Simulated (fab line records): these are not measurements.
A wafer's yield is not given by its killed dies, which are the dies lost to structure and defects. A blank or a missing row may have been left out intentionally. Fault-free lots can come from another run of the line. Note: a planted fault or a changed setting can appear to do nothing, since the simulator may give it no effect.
Which tool is to blame? :: flow nand-harc :: 24 lots with 72 wafers sampled at 6 steps, on a route of 1159 steps

## WHAT THE GAUGES READ, wafer by wafer
Not one reading of a measure or inspect step in the record can be checked against a usual standard deviation.

## WHAT TOOL EACH LOT RAN ON (gives the tool, then ch and the chambers of the sampled wafers, and finally the start)
lot: L075
NHARC_A_CONTACT_ETCH_119: har-cap-etch-02 ch 0,1, day 16 14:34
NHARC_A_CONTACT_ETCH_122: har-cap-etch-02 ch 0,1, day 16 14:50
NHARC_A_CONTACT_ETCH_78: rie-diel-11 ch 0,1,2, day 16 21:31 or earlier
NHARC_A_CONTACT_ETCH_128: har-cap-etch-02 ch 0,1, day 16 21:31
NHARC_A_CONTACT_ETCH_131: har-cap-etch-02 ch 0,1, day 16 21:56
NHARC_A_CONTACT_ETCH_91: rie-diel-05 ch 0,1,3, day 16 22:49

lot: L074
NHARC_A_CONTACT_ETCH_119: har-cap-etch-03 ch 0,1, day 16 14:46
NHARC_A_CONTACT_ETCH_122: har-cap-etch-03 ch 0,1, day 16 15:02
NHARC_A_CONTACT_ETCH_78: rie-diel-05 ch 1,2,3, day 16 21:38 or earlier
NHARC_A_CONTACT_ETCH_128: har-cap-etch-03 ch 0,1, day 16 21:38
NHARC_A_CONTACT_ETCH_131: har-cap-etch-03 ch 0,1, day 16 22:04
NHARC_A_CONTACT_ETCH_91: rie-diel-05 ch 0,1,2, day 16 22:56

lot: L076
NHARC_A_CONTACT_ETCH_119: har-cap-etch-03 ch 0,1, day 16 17:12
NHARC_A_CONTACT_ETCH_122: har-cap-etch-03 ch 0,1, day 16 17:28
NHARC_A_CONTACT_ETCH_78: rie-diel-11 ch 1,2,3, day 16 23:46 or earlier
NHARC_A_CONTACT_ETCH_128: har-cap-etch-01 ch 0,1, day 16 23:46
NHARC_A_CONTACT_ETCH_131: har-cap-etch-01 ch 0,1, day 17 00:12
NHARC_A_CONTACT_ETCH_91: rie-diel-05 ch 0,2,3, day 17 01:03

lot: L079
NHARC_A_CONTACT_ETCH_119: har-cap-etch-03 ch 0,1, day 17 02:49
NHARC_A_CONTACT_ETCH_122: har-cap-etch-03 ch 0,1, day 17 03:05
NHARC_A_CONTACT_ETCH_78: rie-diel-11 ch 0,2,3, day 17 09:38 or earlier
NHARC_A_CONTACT_ETCH_128: har-cap-etch-02 ch 0,1, day 17 09:38
NHARC_A_CONTACT_ETCH_131: har-cap-etch-02 ch 0,1, day 17 10:04
NHARC_A_CONTACT_ETCH_91: rie-diel-11 ch 2,3, day 17 10:55

lot: L078
NHARC_A_CONTACT_ETCH_119: har-cap-etch-03 ch 0,1, day 17 05:16
NHARC_A_CONTACT_ETCH_122: har-cap-etch-03 ch 0,1, day 17 05:32
NHARC_A_CONTACT_ETCH_78: rie-diel-06 ch 0,2,3, day 17 16:34 or earlier
NHARC_A_CONTACT_ETCH_128: har-cap-etch-01 ch 0,1, day 17 16:34
NHARC_A_CONTACT_ETCH_131: har-cap-etch-01 ch 0,1, day 17 17:04
NHARC_A_CONTACT_ETCH_91: rie-diel-05 ch 1,2,3, day 17 17:54

lot: L077
NHARC_A_CONTACT_ETCH_119: har-cap-etch-03 ch 0, day 17 10:54
NHARC_A_CONTACT_ETCH_122: har-cap-etch-03 ch 0, day 17 11:11
NHARC_A_CONTACT_ETCH_78: rie-diel-05 ch 0,2,3, day 17 19:13 or earlier
NHARC_A_CONTACT_ETCH_128: har-cap-etch-02 ch 0,1, day 17 19:13
NHARC_A_CONTACT_ETCH_131: har-cap-etch-02 ch 0,1, day 17 19:38
NHARC_A_CONTACT_ETCH_91: rie-diel-11 ch 0,1,2, day 17 20:29

lot: L080
NHARC_A_CONTACT_ETCH_119: har-cap-etch-03 ch 0,1, day 17 18:35
NHARC_A_CONTACT_ETCH_122: har-cap-etch-03 ch 0,1, day 17 18:52
NHARC_A_CONTACT_ETCH_78: rie-diel-05 ch 1,3, day 18 02:32 or earlier
NHARC_A_CONTACT_ETCH_128: har-cap-etch-01 ch 0,1, day 18 02:32
NHARC_A_CONTACT_ETCH_131: har-cap-etch-01 ch 0,1, day 18 02:58
NHARC_A_CONTACT_ETCH_91: rie-diel-11 ch 2,3, day 18 03:49

lot: L082
NHARC_A_CONTACT_ETCH_119: har-cap-etch-01 ch 0,1, day 17 20:37
NHARC_A_CONTACT_ETCH_122: har-cap-etch-01 ch 0,1, day 17 20:53
NHARC_A_CONTACT_ETCH_78: rie-diel-11 ch 0,3, day 18 06:02 or earlier
NHARC_A_CONTACT_ETCH_128: har-cap-etch-02 ch 0,1, day 18 06:02
NHARC_A_CONTACT_ETCH_131: har-cap-etch-02 ch 0,1, day 18 06:28
NHARC_A_CONTACT_ETCH_91: rie-diel-05 ch 1,2,3, day 18 07:16

lot: L081
NHARC_A_CONTACT_ETCH_119: har-cap-etch-03 ch 0,1, day 18 04:46
NHARC_A_CONTACT_ETCH_122: har-cap-etch-03 ch 0,1, day 18 05:02
NHARC_A_CONTACT_ETCH_78: rie-diel-11 ch 0,1,2, day 18 14:37 or earlier
NHARC_A_CONTACT_ETCH_128: har-cap-etch-03 ch 0,1, day 18 14:37
NHARC_A_CONTACT_ETCH_131: har-cap-etch-03 ch 0,1, day 18 15:11
NHARC_A_CONTACT_ETCH_91: rie-diel-05 ch 0,2,3, day 18 16:13

lot: L083
NHARC_A_CONTACT_ETCH_119: har-cap-etch-01 ch 0,1, day 18 18:52
NHARC_A_CONTACT_ETCH_122: har-cap-etch-01 ch 0,1, day 18 19:09
NHARC_A_CONTACT_ETCH_78: rie-diel-11 ch 0,1,3, day 19 01:52 or earlier
NHARC_A_CONTACT_ETCH_128: har-cap-etch-01 ch 0,1, day 19 01:52
NHARC_A_CONTACT_ETCH_131: har-cap-etch-01 ch 0,1, day 19 02:17
NHARC_A_CONTACT_ETCH_91: rie-diel-11 ch 1,2, day 19 03:07

lot: L084
NHARC_A_CONTACT_ETCH_119: har-cap-etch-02 ch 0, day 18 20:43
NHARC_A_CONTACT_ETCH_122: har-cap-etch-02 ch 0, day 18 20:59
NHARC_A_CONTACT_ETCH_78: rie-diel-06 ch 0,2, day 19 03:32 or earlier
NHARC_A_CONTACT_ETCH_128: har-cap-etch-02 ch 0,1, day 19 03:32
NHARC_A_CONTACT_ETCH_131: har-cap-etch-02 ch 0,1, day 19 03:58
NHARC_A_CONTACT_ETCH_91: rie-diel-05 ch 0,1,3, day 19 04:50

lot: L085
NHARC_A_CONTACT_ETCH_119: har-cap-etch-03 ch 0, day 19 05:16
NHARC_A_CONTACT_ETCH_122: har-cap-etch-03 ch 0, day 19 05:32
NHARC_A_CONTACT_ETCH_78: rie-diel-05 ch 0,1,3, day 19 12:28 or earlier
NHARC_A_CONTACT_ETCH_128: har-cap-etch-02 ch 1, day 19 12:28
NHARC_A_CONTACT_ETCH_131: har-cap-etch-02 ch 1, day 19 12:53
NHARC_A_CONTACT_ETCH_91: rie-diel-05 ch 0,1,3, day 19 13:44

lot: L088
NHARC_A_CONTACT_ETCH_119: har-cap-etch-01 ch 0,1, day 19 08:17
NHARC_A_CONTACT_ETCH_122: har-cap-etch-01 ch 0,1, day 19 08:33
NHARC_A_CONTACT_ETCH_78: rie-diel-11 ch 1,3, day 19 14:53 or earlier
NHARC_A_CONTACT_ETCH_128: har-cap-etch-01 ch 0,1, day 19 14:53
NHARC_A_CONTACT_ETCH_131: har-cap-etch-01 ch 0,1, day 19 15:19
NHARC_A_CONTACT_ETCH_91: rie-diel-05 ch 0,1,2, day 19 16:10

lot: L087
NHARC_A_CONTACT_ETCH_119: har-cap-etch-03 ch 0,1, day 19 10:48
NHARC_A_CONTACT_ETCH_122: har-cap-etch-03 ch 0,1, day 19 11:10
NHARC_A_CONTACT_ETCH_78: rie-diel-11 ch 0,2,3, day 19 17:38 or earlier
NHARC_A_CONTACT_ETCH_128: har-cap-etch-02 ch 0,1, day 19 17:38
NHARC_A_CONTACT_ETCH_131: har-cap-etch-02 ch 0,1, day 19 18:04
NHARC_A_CONTACT_ETCH_91: rie-diel-11 ch 0,1,3, day 19 18:53

lot: L086
NHARC_A_CONTACT_ETCH_119: har-cap-etch-03 ch 0,1, day 19 16:16
NHARC_A_CONTACT_ETCH_122: har-cap-etch-03 ch 0,1, day 19 16:32
NHARC_A_CONTACT_ETCH_78: rie-diel-05 ch 0,1,3, day 19 23:13 or earlier
NHARC_A_CONTACT_ETCH_128: har-cap-etch-01 ch 0,1, day 19 23:13
NHARC_A_CONTACT_ETCH_131: har-cap-etch-01 ch 0,1, day 19 23:39
NHARC_A_CONTACT_ETCH_91: rie-diel-06 ch 1,2, day 20 00:28

lot: L089
NHARC_A_CONTACT_ETCH_119: har-cap-etch-02 ch 0,1, day 19 22:25
NHARC_A_CONTACT_ETCH_122: har-cap-etch-02 ch 0,1, day 19 22:47
NHARC_A_CONTACT_ETCH_78: rie-diel-05 ch 1,2,3, day 20 05:40 or earlier
NHARC_A_CONTACT_ETCH_128: har-cap-etch-02 ch 0, day 20 05:40
NHARC_A_CONTACT_ETCH_131: har-cap-etch-02 ch 0, day 20 06:06
NHARC_A_CONTACT_ETCH_91: rie-diel-11 ch 1,2, day 20 06:56

lot: L090
NHARC_A_CONTACT_ETCH_119: har-cap-etch-03 ch 1, day 20 09:58
NHARC_A_CONTACT_ETCH_122: har-cap-etch-03 ch 1, day 20 10:14
NHARC_A_CONTACT_ETCH_78: rie-diel-11 ch 1,2,3, day 20 16:52 or earlier
NHARC_A_CONTACT_ETCH_128: har-cap-etch-01 ch 0,1, day 20 16:52
NHARC_A_CONTACT_ETCH_131: har-cap-etch-01 ch 0,1, day 20 17:18
NHARC_A_CONTACT_ETCH_91: rie-diel-05 ch 0,1,2, day 20 18:09

lot: L091
NHARC_A_CONTACT_ETCH_119: har-cap-etch-02 ch 0,1, day 20 11:53
NHARC_A_CONTACT_ETCH_122: har-cap-etch-02 ch 0,1, day 20 12:10
NHARC_A_CONTACT_ETCH_78: rie-diel-11 ch 2,3, day 20 19:40 or earlier
NHARC_A_CONTACT_ETCH_128: har-cap-etch-03 ch 0,1, day 20 19:40
NHARC_A_CONTACT_ETCH_131: har-cap-etch-03 ch 0,1, day 20 20:06
NHARC_A_CONTACT_ETCH_91: rie-diel-11 ch 1,2,3, day 20 20:56

lot: L094
NHARC_A_CONTACT_ETCH_119: har-cap-etch-03 ch 0, day 20 15:05
NHARC_A_CONTACT_ETCH_122: har-cap-etch-03 ch 0, day 20 15:21
NHARC_A_CONTACT_ETCH_78: rie-diel-06 ch 0,1,2, day 20 23:25 or earlier
NHARC_A_CONTACT_ETCH_128: har-cap-etch-01 ch 0,1, day 20 23:25
NHARC_A_CONTACT_ETCH_131: har-cap-etch-01 ch 0,1, day 20 23:50
NHARC_A_CONTACT_ETCH_91: rie-diel-06 ch 0,2,3, day 21 00:41

lot: L093
NHARC_A_CONTACT_ETCH_119: har-cap-etch-02 ch 0,1, day 20 18:06
NHARC_A_CONTACT_ETCH_122: har-cap-etch-02 ch 0,1, day 20 18:23
NHARC_A_CONTACT_ETCH_78: rie-diel-06 ch 1,2, day 21 06:02 or earlier
NHARC_A_CONTACT_ETCH_128: har-cap-etch-03 ch 0,1, day 21 06:02
NHARC_A_CONTACT_ETCH_131: har-cap-etch-03 ch 0,1, day 21 06:27
NHARC_A_CONTACT_ETCH_91: rie-diel-11 ch 0,1, day 21 07:19

lot: L092
NHARC_A_CONTACT_ETCH_119: har-cap-etch-02 ch 0,1, day 21 11:37
NHARC_A_CONTACT_ETCH_122: har-cap-etch-02 ch 0,1, day 21 11:53
NHARC_A_CONTACT_ETCH_78: rie-diel-06 ch 1,2,3, day 21 18:29 or earlier
NHARC_A_CONTACT_ETCH_128: har-cap-etch-02 ch 0,1, day 21 18:29
NHARC_A_CONTACT_ETCH_131: har-cap-etch-02 ch 0,1, day 21 18:55
NHARC_A_CONTACT_ETCH_91: rie-diel-11 ch 0,1,2, day 21 19:46

lot: L095
NHARC_A_CONTACT_ETCH_119: har-cap-etch-03 ch 0,1, day 21 17:30
NHARC_A_CONTACT_ETCH_122: har-cap-etch-03 ch 0,1, day 21 17:47
NHARC_A_CONTACT_ETCH_78: rie-diel-11 ch 0,2, day 22 00:05 or earlier
NHARC_A_CONTACT_ETCH_128: har-cap-etch-01 ch 0,1, day 22 00:05
NHARC_A_CONTACT_ETCH_131: har-cap-etch-01 ch 0,1, day 22 00:31
NHARC_A_CONTACT_ETCH_91: rie-diel-11 ch 0,1,2, day 22 01:22

lot: L097
NHARC_A_CONTACT_ETCH_119: har-cap-etch-02 ch 0,1, day 22 06:29
NHARC_A_CONTACT_ETCH_122: har-cap-etch-02 ch 0,1, day 22 06:46
NHARC_A_CONTACT_ETCH_78: rie-diel-06 ch 0,1,2, day 22 13:10 or earlier
NHARC_A_CONTACT_ETCH_128: har-cap-etch-03 ch 0,1, day 22 13:10
NHARC_A_CONTACT_ETCH_131: har-cap-etch-03 ch 0,1, day 22 13:36
NHARC_A_CONTACT_ETCH_91: rie-diel-05 ch 0,1,2, day 22 14:29

lot: L096
NHARC_A_CONTACT_ETCH_119: har-cap-etch-01 ch 0,1, day 22 07:02
NHARC_A_CONTACT_ETCH_122: har-cap-etch-01 ch 0,1, day 22 07:18
NHARC_A_CONTACT_ETCH_78: rie-diel-05 ch 1,3, day 22 13:48 or earlier
NHARC_A_CONTACT_ETCH_128: har-cap-etch-02 ch 0,1, day 22 13:48
NHARC_A_CONTACT_ETCH_131: har-cap-etch-02 ch 0,1, day 22 14:14
NHARC_A_CONTACT_ETCH_91: rie-diel-11 ch 2,3, day 22 15:02
- NHARC_A_CONTACT_ETCH_119: etches the open film in C4F8/O2/Ar, time 94 s, target depth 922 nm.
- NHARC_A_CONTACT_ETCH_122: etches the open film in C4F8/O2/Ar, time 95 s, target depth 930 nm.
- NHARC_A_CONTACT_ETCH_78: etches the open film in O2/COS, target depth 2800 nm, time 728 s.
- NHARC_A_CONTACT_ETCH_128: etches the open film in C4F8/O2/Ar, time 155 s, target depth 956 nm.
- NHARC_A_CONTACT_ETCH_131: etches the open film in C4F8/O2/Ar, time 155 s, target depth 956 nm.
- NHARC_A_CONTACT_ETCH_91: etches the open film in CH3F/O2, target depth 40 nm, time 85.7 s.

## AS READ BY THE TOOLS THEMSELVES (means over the sampled wafers that have a number; for cases with no such wafer, the mark the record gives instead)
NHARC_A_CONTACT_ETCH_78. Usual: drypump-motor-current-A 5.6 A, standard deviation 0.3; o2-flow-sccm 399.8 sccm, standard deviation 1.1; oes-product-au 1.001 a.u., standard deviation 0.012; rf-vpp-V 313.4 V, standard deviation 2.3; showerhead-plenum-p-Torr 3.07 Torr, standard deviation 0.15; throttle-valve-pct 28.331 %, standard deviation 0.0091.
lot: L075
tool: rie-diel-11
drypump-motor-current-A (A): 5.5
o2-flow-sccm (sccm): 400.4
oes-product-au (a.u.): 1.009
rf-vpp-V (V): 312.1
showerhead-plenum-p-Torr (Torr): 3.00
throttle-valve-pct (%): 28.323
flag: 

lot: L074
tool: rie-diel-05
drypump-motor-current-A (A): 5.5
o2-flow-sccm (sccm): 400.8
oes-product-au (a.u.): 0.993
rf-vpp-V (V): 315.8
showerhead-plenum-p-Torr (Torr): 3.23
throttle-valve-pct (%): 28.329
flag: 

lot: L076
tool: rie-diel-11
drypump-motor-current-A (A): 5.4
o2-flow-sccm (sccm): 400.6
oes-product-au (a.u.): 1.002
rf-vpp-V (V): 313.1
showerhead-plenum-p-Torr (Torr): 3.02
throttle-valve-pct (%): 28.323
flag: 

lot: L079
tool: rie-diel-11
drypump-motor-current-A (A): 5.3
o2-flow-sccm (sccm): 400.6
oes-product-au (a.u.): 1.004
rf-vpp-V (V): 311.7
showerhead-plenum-p-Torr (Torr): 2.98
throttle-valve-pct (%): 28.332
flag: 

lot: L078
tool: rie-diel-06
drypump-motor-current-A (A): 5.8
o2-flow-sccm (sccm): 400.0
oes-product-au (a.u.): 0.993
rf-vpp-V (V): 313.0
showerhead-plenum-p-Torr (Torr): 3.04
throttle-valve-pct (%): 28.329
flag: 

lot: L077
tool: rie-diel-05
drypump-motor-current-A (A): 5.6
o2-flow-sccm (sccm): 400.3
oes-product-au (a.u.): 1.007
rf-vpp-V (V): 315.3
showerhead-plenum-p-Torr (Torr): 3.18
throttle-valve-pct (%): 28.330
flag: 

lot: L080
tool: rie-diel-05
drypump-motor-current-A (A): 5.4
o2-flow-sccm (sccm): 399.8
oes-product-au (a.u.): 1.011
rf-vpp-V (V): 315.2
showerhead-plenum-p-Torr (Torr): 3.24
throttle-valve-pct (%): 28.327
flag: 

lot: L082
tool: rie-diel-11
drypump-motor-current-A (A): 5.3
o2-flow-sccm (sccm): 398.6
oes-product-au (a.u.): 1.012
rf-vpp-V (V): 311.3
showerhead-plenum-p-Torr (Torr): 2.94
throttle-valve-pct (%): 28.339
flag: 

lot: L081
tool: rie-diel-11
drypump-motor-current-A (A): 5.6
o2-flow-sccm (sccm): 399.4
oes-product-au (a.u.): 1.003
rf-vpp-V (V): 311.8
showerhead-plenum-p-Torr (Torr): 3.00
throttle-valve-pct (%): 28.325
flag: 

lot: L083
tool: rie-diel-11
drypump-motor-current-A (A): 5.5
o2-flow-sccm (sccm): 399.8
oes-product-au (a.u.): 1.005
rf-vpp-V (V): 311.4
showerhead-plenum-p-Torr (Torr): 2.96
throttle-valve-pct (%): 28.331
flag: 

lot: L084
tool: rie-diel-06
drypump-motor-current-A (A): 5.9
o2-flow-sccm (sccm): 399.2
oes-product-au (a.u.): 1.002
rf-vpp-V (V): 313.2
showerhead-plenum-p-Torr (Torr): 3.11
throttle-valve-pct (%): 28.330
flag: 

lot: L085
tool: rie-diel-05
drypump-motor-current-A (A): 5.5
o2-flow-sccm (sccm): 399.2
oes-product-au (a.u.): 1.005
rf-vpp-V (V): 314.1
showerhead-plenum-p-Torr (Torr): 3.11
throttle-valve-pct (%): 28.324
flag: 

lot: L088
tool: rie-diel-11
drypump-motor-current-A (A): 5.3
o2-flow-sccm (sccm): 400.0
oes-product-au (a.u.): 1.004
rf-vpp-V (V): 311.6
showerhead-plenum-p-Torr (Torr): 2.98
throttle-valve-pct (%): 28.336
flag: 

lot: L087
tool: rie-diel-11
drypump-motor-current-A (A): 5.3
o2-flow-sccm (sccm): 398.9
oes-product-au (a.u.): 0.989
rf-vpp-V (V): 312.4
showerhead-plenum-p-Torr (Torr): 2.97
throttle-valve-pct (%): 28.329
flag: 

lot: L086
tool: rie-diel-05
drypump-motor-current-A (A): 5.5
o2-flow-sccm (sccm): 399.5
oes-product-au (a.u.): 0.999
rf-vpp-V (V): 314.2
showerhead-plenum-p-Torr (Torr): 3.11
throttle-valve-pct (%): 28.334
flag: 

lot: L089
tool: rie-diel-05
drypump-motor-current-A (A): 5.5
o2-flow-sccm (sccm): 400.1
oes-product-au (a.u.): 1.004
rf-vpp-V (V): 315.5
showerhead-plenum-p-Torr (Torr): 3.21
throttle-valve-pct (%): 28.339
flag: 

lot: L090
tool: rie-diel-11
drypump-motor-current-A (A): 5.4
o2-flow-sccm (sccm): 399.8
oes-product-au (a.u.): 0.993
rf-vpp-V (V): 314.2
showerhead-plenum-p-Torr (Torr): 3.02
throttle-valve-pct (%): 28.325
flag: 

lot: L091
tool: rie-diel-11
drypump-motor-current-A (A): 5.2
o2-flow-sccm (sccm): 399.4
oes-product-au (a.u.): 1.011
rf-vpp-V (V): 312.4
showerhead-plenum-p-Torr (Torr): 3.03
throttle-valve-pct (%): 28.337
flag: 

lot: L094
tool: rie-diel-06
drypump-motor-current-A (A): 5.9
o2-flow-sccm (sccm): 400.6
oes-product-au (a.u.): 0.996
rf-vpp-V (V): 314.8
showerhead-plenum-p-Torr (Torr): 3.14
throttle-valve-pct (%): 28.332
flag: 

lot: L093
tool: rie-diel-06
drypump-motor-current-A (A): 6.1
o2-flow-sccm (sccm): 400.5
oes-product-au (a.u.): 0.997
rf-vpp-V (V): 313.4
showerhead-plenum-p-Torr (Torr): 3.05
throttle-valve-pct (%): 28.327
flag: 

lot: L092
tool: rie-diel-06
drypump-motor-current-A (A): 6.0
o2-flow-sccm (sccm): 399.3
oes-product-au (a.u.): 0.995
rf-vpp-V (V): 314.2
showerhead-plenum-p-Torr (Torr): 3.10
throttle-valve-pct (%): 28.332
flag: 

lot: L095
tool: rie-diel-11
drypump-motor-current-A (A): 5.5
o2-flow-sccm (sccm): 400.3
oes-product-au (a.u.): 1.012
rf-vpp-V (V): 311.3
showerhead-plenum-p-Torr (Torr): 2.95
throttle-valve-pct (%): 28.323
flag: 

lot: L097
tool: rie-diel-06
drypump-motor-current-A (A): 5.9
o2-flow-sccm (sccm): 400.3
oes-product-au (a.u.): 0.995
rf-vpp-V (V): 314.2
showerhead-plenum-p-Torr (Torr): 3.13
throttle-valve-pct (%): 28.332
flag: 

lot: L096
tool: rie-diel-05
drypump-motor-current-A (A): 5.4
o2-flow-sccm (sccm): 398.9
oes-product-au (a.u.): 1.012
rf-vpp-V (V): 315.9
showerhead-plenum-p-Torr (Torr): 3.22
throttle-valve-pct (%): 28.330
flag: 

NHARC_A_CONTACT_ETCH_91. Usual: value, then standard deviation, for each; ch3f-flow-sccm 49.97 sccm / 0.13; drypump-motor-current-A 5.50 A / 0.26; o2-flow-sccm 30.01 sccm / 0.088; oes-product-au 0.95 a.u. / 0.035; rf-vpp-V 243.8 V / 1.9; showerhead-plenum-p-Torr 2.42 Torr / 0.12; throttle-valve-pct 20.665 % / 0.009.
lot: L075
tool: rie-diel-05
ch3f-flow-sccm (sccm): 50.11
drypump-motor-current-A (A): 5.48
o2-flow-sccm (sccm): 30.05
oes-product-au (a.u.): 0.93
rf-vpp-V (V): 243.8
showerhead-plenum-p-Torr (Torr): 2.46
throttle-valve-pct (%): 20.663
flag: 

lot: L074
tool: rie-diel-05
ch3f-flow-sccm (sccm): 49.98
drypump-motor-current-A (A): 5.60
o2-flow-sccm (sccm): 30.06
oes-product-au (a.u.): 0.92
rf-vpp-V (V): 244.0
showerhead-plenum-p-Torr (Torr): 2.44
throttle-valve-pct (%): 20.665
flag: 

lot: L076
tool: rie-diel-05
ch3f-flow-sccm (sccm): 50.07
drypump-motor-current-A (A): 5.59
o2-flow-sccm (sccm): 30.12
oes-product-au (a.u.): 1.01
rf-vpp-V (V): 245.9
showerhead-plenum-p-Torr (Torr): 2.51
throttle-valve-pct (%): 20.671
flag: 

lot: L079
tool: rie-diel-11
ch3f-flow-sccm (sccm): 49.98
drypump-motor-current-A (A): 5.16
o2-flow-sccm (sccm): 30.08
oes-product-au (a.u.): 0.93
rf-vpp-V (V): 242.9
showerhead-plenum-p-Torr (Torr): 2.36
throttle-valve-pct (%): 20.669
flag: 

lot: L078
tool: rie-diel-05
ch3f-flow-sccm (sccm): 49.98
drypump-motor-current-A (A): 5.52
o2-flow-sccm (sccm): 29.97
oes-product-au (a.u.): 1.01
rf-vpp-V (V): 245.1
showerhead-plenum-p-Torr (Torr): 2.54
throttle-valve-pct (%): 20.662
flag: 

lot: L077
tool: rie-diel-11
ch3f-flow-sccm (sccm): 50.09
drypump-motor-current-A (A): 5.56
o2-flow-sccm (sccm): 29.93
oes-product-au (a.u.): 0.96
rf-vpp-V (V): 242.9
showerhead-plenum-p-Torr (Torr): 2.36
throttle-valve-pct (%): 20.659
flag: 

lot: L080
tool: rie-diel-11
ch3f-flow-sccm (sccm): 49.97
drypump-motor-current-A (A): 5.17
o2-flow-sccm (sccm): 30.06
oes-product-au (a.u.): 0.92
rf-vpp-V (V): 243.5
showerhead-plenum-p-Torr (Torr): 2.39
throttle-valve-pct (%): 20.662
flag: 

lot: L082
tool: rie-diel-05
ch3f-flow-sccm (sccm): 49.98
drypump-motor-current-A (A): 5.52
o2-flow-sccm (sccm): 30.03
oes-product-au (a.u.): 0.94
rf-vpp-V (V): 245.7
showerhead-plenum-p-Torr (Torr): 2.54
throttle-valve-pct (%): 20.662
flag: 

lot: L081
tool: rie-diel-05
ch3f-flow-sccm (sccm): 49.94
drypump-motor-current-A (A): 5.59
o2-flow-sccm (sccm): 30.00
oes-product-au (a.u.): 1.00
rf-vpp-V (V): 245.0
showerhead-plenum-p-Torr (Torr): 2.51
throttle-valve-pct (%): 20.671
flag: 

lot: L083
tool: rie-diel-11
ch3f-flow-sccm (sccm): 49.85
drypump-motor-current-A (A): 5.58
o2-flow-sccm (sccm): 30.01
oes-product-au (a.u.): 0.93
rf-vpp-V (V): 243.7
showerhead-plenum-p-Torr (Torr): 2.40
throttle-valve-pct (%): 20.658
flag: 

lot: L084
tool: rie-diel-05
ch3f-flow-sccm (sccm): 50.01
drypump-motor-current-A (A): 5.46
o2-flow-sccm (sccm): 29.94
oes-product-au (a.u.): 0.92
rf-vpp-V (V): 243.5
showerhead-plenum-p-Torr (Torr): 2.45
throttle-valve-pct (%): 20.671
flag: 

lot: L085
tool: rie-diel-05
ch3f-flow-sccm (sccm): 50.08
drypump-motor-current-A (A): 5.46
o2-flow-sccm (sccm): 29.97
oes-product-au (a.u.): 0.92
rf-vpp-V (V): 244.0
showerhead-plenum-p-Torr (Torr): 2.45
throttle-valve-pct (%): 20.665
flag: 

lot: L088
tool: rie-diel-05
ch3f-flow-sccm (sccm): 49.98
drypump-motor-current-A (A): 5.60
o2-flow-sccm (sccm): 29.94
oes-product-au (a.u.): 1.00
rf-vpp-V (V): 244.5
showerhead-plenum-p-Torr (Torr): 2.43
throttle-valve-pct (%): 20.658
flag: 

lot: L087
tool: rie-diel-11
ch3f-flow-sccm (sccm): 49.92
drypump-motor-current-A (A): 5.49
o2-flow-sccm (sccm): 30.10
oes-product-au (a.u.): 0.92
rf-vpp-V (V): 242.2
showerhead-plenum-p-Torr (Torr): 2.33
throttle-valve-pct (%): 20.671
flag: 

lot: L086
tool: rie-diel-06
ch3f-flow-sccm (sccm): 50.02
drypump-motor-current-A (A): 6.06
o2-flow-sccm (sccm): 29.95
oes-product-au (a.u.): 0.92
rf-vpp-V (V): 243.6
showerhead-plenum-p-Torr (Torr): 2.41
throttle-valve-pct (%): 20.672
flag: 

lot: L089
tool: rie-diel-11
ch3f-flow-sccm (sccm): 49.77
drypump-motor-current-A (A): 5.38
o2-flow-sccm (sccm): 29.99
oes-product-au (a.u.): 0.92
rf-vpp-V (V): 242.9
showerhead-plenum-p-Torr (Torr): 2.40
throttle-valve-pct (%): 20.672
flag: 

lot: L090
tool: rie-diel-05
ch3f-flow-sccm (sccm): 49.76
drypump-motor-current-A (A): 5.60
o2-flow-sccm (sccm): 30.01
oes-product-au (a.u.): 0.93
rf-vpp-V (V): 243.4
showerhead-plenum-p-Torr (Torr): 2.42
throttle-valve-pct (%): 20.667
flag: 

lot: L091
tool: rie-diel-11
ch3f-flow-sccm (sccm): 50.09
drypump-motor-current-A (A): 5.38
o2-flow-sccm (sccm): 29.94
oes-product-au (a.u.): 0.93
rf-vpp-V (V): 242.6
showerhead-plenum-p-Torr (Torr): 2.37
throttle-valve-pct (%): 20.665
flag: 

lot: L094
tool: rie-diel-06
ch3f-flow-sccm (sccm): 49.93
drypump-motor-current-A (A): 5.75
o2-flow-sccm (sccm): 30.01
oes-product-au (a.u.): 0.92
rf-vpp-V (V): 244.8
showerhead-plenum-p-Torr (Torr): 2.51
throttle-valve-pct (%): 20.668
flag: 

lot: L093
tool: rie-diel-11
ch3f-flow-sccm (sccm): 49.85
drypump-motor-current-A (A): 5.73
o2-flow-sccm (sccm): 30.07
oes-product-au (a.u.): 0.99
rf-vpp-V (V): 242.3
showerhead-plenum-p-Torr (Torr): 2.35
throttle-valve-pct (%): 20.664
flag: 

lot: L092
tool: rie-diel-11
ch3f-flow-sccm (sccm): 49.95
drypump-motor-current-A (A): 5.55
o2-flow-sccm (sccm): 30.04
oes-product-au (a.u.): 0.93
rf-vpp-V (V): 242.5
showerhead-plenum-p-Torr (Torr): 2.35
throttle-valve-pct (%): 20.664
flag: 

lot: L095
tool: rie-diel-11
ch3f-flow-sccm (sccm): 50.00
drypump-motor-current-A (A): 5.54
o2-flow-sccm (sccm): 29.97
oes-product-au (a.u.): 0.95
rf-vpp-V (V): 242.0
showerhead-plenum-p-Torr (Torr): 2.35
throttle-valve-pct (%): 20.666
flag: 

lot: L097
tool: rie-diel-05
ch3f-flow-sccm (sccm): 49.93
drypump-motor-current-A (A): 5.59
o2-flow-sccm (sccm): 30.07
oes-product-au (a.u.): 0.93
rf-vpp-V (V): 244.3
showerhead-plenum-p-Torr (Torr): 2.42
throttle-valve-pct (%): 20.652
flag: 

lot: L096
tool: rie-diel-11
ch3f-flow-sccm (sccm): 50.11
drypump-motor-current-A (A): 5.15
o2-flow-sccm (sccm): 30.05
oes-product-au (a.u.): 1.01
rf-vpp-V (V): 242.7
showerhead-plenum-p-Torr (Torr): 2.35
throttle-valve-pct (%): 20.663
flag: 

## THE ANSWER, worked out from the rows above alone
Rule: take the mean of a lot's wafers that have a number; if it is more than 3 standard deviations from the usual mean, the lot is off. A lot without any number at a reading at which 4 lots or more have one is off too. Where the step has rows for the other lots, those lots are counted as sound. After the gauges, taken in route order, come the tools' own readings; for these a lot's mean is taken, as printed above. The first step at which some lot is off is used, and at that step the reading that is off furthest; a lot without a number counts as furthest.
No lot is off at any reading shown: from this, nothing can be told.

## WHAT HAD BEEN PUT IN BY THE SIMULATOR
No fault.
